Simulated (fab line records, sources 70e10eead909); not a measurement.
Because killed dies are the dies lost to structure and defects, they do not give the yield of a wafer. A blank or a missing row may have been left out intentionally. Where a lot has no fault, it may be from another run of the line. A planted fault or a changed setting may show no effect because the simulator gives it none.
Matching of chambers -- flow nandHarc -- NHARC_A_CHANNEL_HOLE_D1_DEP_01 on pecvd-03: 3 sister chambers
The step deposits SiON, target thk 140 nm. 16 wafers are shown with their chamber, then 8 later ones without.

== WAFERS PAIRED WITH THEIR CHAMBERS ==
wafer,chamber,heaterPowerW (W)
L307.1,2,700
L307.3,0,807
L307.5,1,860
L308.2,1,852
L308.5,1,838
L308.6,0,757
L314.1,2,724
L314.3,1,752
L314.6,2,744
L318.2,2,767
L318.5,1,832
L318.6,2,768
L322.2,1,856
L322.5,2,787
L322.6,1,868
L323.1,0,793

SIGNATURES, as means of the wafers listed above
reading,chamber 0,chamber 1,chamber 2,scatter within a chamber
heaterPowerW,785.67,836.86,748.33,34.9
Rule: a wafer lies at a distance from a chamber equal to the root of the sum of squares, over the readings, of (its reading less the chamber's mean, divided by the reading's scatter). The wafer belongs to the nearest chamber; if the next one is less than 2 further off, it can't be placed. The scatter is the square root of a quotient: the sum, over the shown wafers, of each reading's squared deviation from its chamber's mean, divided by wafers minus chambers.

== WAFERS MISSING THEIR CHAMBER ==
wafer,heaterPowerW (W)
L323.5,825
L323.6,796
L326.1,813
L326.2,716
L326.3,754
L328.1,735
L328.5,758
L328.6,816

== EACH ONE'S CHAMBER ==
wafer,from the rows above,in truth
L323.5,can't be placed: 1 or 0 or 2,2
L323.6,can't be placed: 0 or 1 or 2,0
L326.1,can't be placed: 1 or 0 or 2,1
L326.2,can't be placed: 2 or 0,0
L326.3,can't be placed: 2 or 0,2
L328.1,can't be placed: 2 or 0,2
L328.5,can't be placed: 2 or 0 or 1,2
L328.6,can't be placed: 1 or 0 or 2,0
Correctly placed: 0 of 8. From these rows, 8 cannot be placed; in 8 the true chamber is one of the candidates. Placed wrongly: 0.
